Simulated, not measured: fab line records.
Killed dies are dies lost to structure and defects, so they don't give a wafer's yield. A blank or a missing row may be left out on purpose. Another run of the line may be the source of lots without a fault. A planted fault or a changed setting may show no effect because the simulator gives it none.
Chamber matching :: flow n5_finfet :: N5_BEOL_M14_ETCH_67 on rie_diel-05: 3 sister chambers
The step etches SiARC in CF4, target depth 143 nm, time 238.3 s. 14 wafers are shown with their chamber, then 3 later ones without.

## WAFERS, EACH WITH ITS CHAMBER
wafer: L078.1
chamber: 2
showerhead_plenum_p_Torr (Torr): 2.16
throttle_valve_pct (%): 15.28
drypump_motor_current_A (A): 5.2

wafer: L078.2
chamber: 3
showerhead_plenum_p_Torr (Torr): 2.03
throttle_valve_pct (%): 15.72
drypump_motor_current_A (A): 4.9

wafer: L078.6
chamber: 3
showerhead_plenum_p_Torr (Torr): 2.03
throttle_valve_pct (%): 15.73
drypump_motor_current_A (A): 4.9

wafer: L076.2
chamber: 3
showerhead_plenum_p_Torr (Torr): 2.03
throttle_valve_pct (%): 15.73
drypump_motor_current_A (A): 4.8

wafer: L076.5
chamber: 3
showerhead_plenum_p_Torr (Torr): 2.03
throttle_valve_pct (%): 15.73
drypump_motor_current_A (A): 4.9

wafer: L076.6
chamber: 2
showerhead_plenum_p_Torr (Torr): 2.16
throttle_valve_pct (%): 15.27
drypump_motor_current_A (A): 5.2

wafer: L080.1
chamber: 0
showerhead_plenum_p_Torr (Torr): 2.08
throttle_valve_pct (%): 15.19
drypump_motor_current_A (A): 6.0

wafer: L080.2
chamber: 3
showerhead_plenum_p_Torr (Torr): 2.03
throttle_valve_pct (%): 15.74
drypump_motor_current_A (A): 4.9

wafer: L080.3
chamber: 2
showerhead_plenum_p_Torr (Torr): 2.16
throttle_valve_pct (%): 15.28
drypump_motor_current_A (A): 5.2

wafer: L080.4
chamber: 2
showerhead_plenum_p_Torr (Torr): 2.16
throttle_valve_pct (%): 15.30
drypump_motor_current_A (A): 5.2

wafer: L080.5
chamber: 0
showerhead_plenum_p_Torr (Torr): 2.08
throttle_valve_pct (%): 15.17
drypump_motor_current_A (A): 6.0

wafer: L080.6
chamber: 3
showerhead_plenum_p_Torr (Torr): 2.03
throttle_valve_pct (%): 15.72
drypump_motor_current_A (A): 4.9

wafer: L085.1
chamber: 3
showerhead_plenum_p_Torr (Torr): 2.02
throttle_valve_pct (%): 15.75
drypump_motor_current_A (A): 4.8

wafer: L085.3
chamber: 0
showerhead_plenum_p_Torr (Torr): 2.08
throttle_valve_pct (%): 15.20
drypump_motor_current_A (A): 5.9

SIGNATURES (averages over the wafers above)
reading: showerhead_plenum_p_Torr
chamber 0: 2.0800
chamber 2: 2.1600
chamber 3: 2.0286
scatter within a chamber: 0.00279

reading: throttle_valve_pct
chamber 0: 15.1867
chamber 2: 15.2825
chamber 3: 15.7314
scatter within a chamber: 0.0122

reading: drypump_motor_current_A
chamber 0: 5.967
chamber 2: 5.200
chamber 3: 4.871
scatter within a chamber: 0.0436
Rule: for a wafer and a chamber, the distance is found by dividing, reading by reading, the gap between the wafer's reading and the chamber's mean by the reading's scatter, squaring, summing and taking the root. If the next closest chamber is less than 2 further off than the closest, the wafer can't be placed; otherwise it belongs to the closest. The scatter: the root of (the sum of the squares of (reading less its chamber's mean) over the shown wafers, divided by (wafers less chambers)).

## WAFERS WITH NO CHAMBER GIVEN
wafer: L095.3
showerhead_plenum_p_Torr (Torr): 2.07
throttle_valve_pct (%): 15.27
drypump_motor_current_A (A): 5.9

wafer: L095.4
showerhead_plenum_p_Torr (Torr): 2.15
throttle_valve_pct (%): 15.34
drypump_motor_current_A (A): 5.2

wafer: L096.5
showerhead_plenum_p_Torr (Torr): 2.07
throttle_valve_pct (%): 15.25
drypump_motor_current_A (A): 6.0

## WHICH CHAMBER EACH WENT THROUGH
wafer: L095.3
from the rows above: 0
in truth: 0

wafer: L095.4
from the rows above: 2
in truth: 2

wafer: L096.5
from the rows above: 0
in truth: 0
Placed correctly: 3 of 3. Number that these rows cannot place: 0. Number placed wrongly: 0.
